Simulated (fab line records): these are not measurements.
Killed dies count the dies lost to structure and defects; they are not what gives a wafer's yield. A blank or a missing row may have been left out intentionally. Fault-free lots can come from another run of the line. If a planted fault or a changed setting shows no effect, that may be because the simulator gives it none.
The tool behind it: which one? + flow nand-harc + 6 lots with 18 wafers sampled at 4 steps, on a route of 1302 steps

== WHAT THE GAUGES READ, wafer by wafer ==
NHARC_P_CONTACT_OVL_MEAS_13.
| lot  | measured     | on         | overlay-x-nm (nm) |
|------|--------------|------------|-------------------|
| L808 | day 6 00:17  | overlay-01 | 1.3 1.4 0.9       |
| L814 | day 8 15:59  | overlay-01 | -0.9 -1.4 -0.8    |
| L816 | day 9 13:37  | overlay-02 | 0.0 0.0 0.5       |
| L825 | day 13 04:22 | overlay-02 | 1.1 1.4 1.5       |
| L827 | day 14 06:25 | overlay-02 | -0.2 -0.5 -0.3    |
| L829 | day 15 04:04 | overlay-01 | 0.7 1.5 1.0       |

== TOOL THAT RAN EACH LOT (tool first, then ch and the chambers of the sampled wafers, then the start) ==
| lot  | NHARC_P_GATE_STRIP_76                | NHARC_P_CONTACT_DEP_30         | NHARC_P_CONTACT_DEP_00                   |
|------|--------------------------------------|--------------------------------|------------------------------------------|
| L808 | plasma-asher-02 ch 0, day 5 18:37    | pecvd-04 ch 1,2, day 5 22:42   | pecvd-04 ch 1,2, day 6 00:17 or earlier  |
| L814 | plasma-asher-02 ch 0,1, day 8 10:19  | pecvd-04 ch 0,1,2, day 8 14:22 | pecvd-04 ch 0,1,2, day 8 14:36           |
| L816 | plasma-asher-02 ch 0,1, day 9 08:02  | pecvd-01 ch 0,1, day 9 12:03   | pecvd-01 ch 0,1, day 9 12:18             |
| L825 | plasma-asher-02 ch 0,1, day 12 22:38 | pecvd-04 ch 0,1, day 13 02:44  | pecvd-04 ch 0,1, day 13 04:22 or earlier |
| L827 | plasma-asher-02 ch 0,1, day 14 00:35 | pecvd-02 ch 0,2, day 14 04:47  | pecvd-02 ch 0,2, day 14 06:25 or earlier |
| L829 | plasma-asher-02 ch 0,1, day 14 22:14 | pecvd-02 ch 0,1, day 15 02:26  | pecvd-02 ch 0,1, day 15 04:04 or earlier |
- NHARC_P_GATE_STRIP_76: strips in O2.
- NHARC_P_CONTACT_DEP_30: deposits SiNx, target thk 30 nm.
- NHARC_P_CONTACT_DEP_00: deposits SiO2, target thk 500 nm.

== THE ANSWER, worked out from the rows above alone ==
Rule: the lots themselves supply what counts as usual. The widest of any qualifying gaps counts: lots, ordered by their means at a reading, are off when they make up no more than a third of the lots, leave a main group of 4 or more, and stand apart from it by 3 or more times the standard deviation of that group's means. The tables above print the reading to a certain number of digits; a main group whose means all agree to those digits is not used. A lot without any number at a reading at which 4 lots or more have one is off too. Any other lot the step has rows for is counted as sound.
No lot is off at any reading shown: from this, nothing can be told.

== WHAT THE SIMULATOR HAD INSERTED ==
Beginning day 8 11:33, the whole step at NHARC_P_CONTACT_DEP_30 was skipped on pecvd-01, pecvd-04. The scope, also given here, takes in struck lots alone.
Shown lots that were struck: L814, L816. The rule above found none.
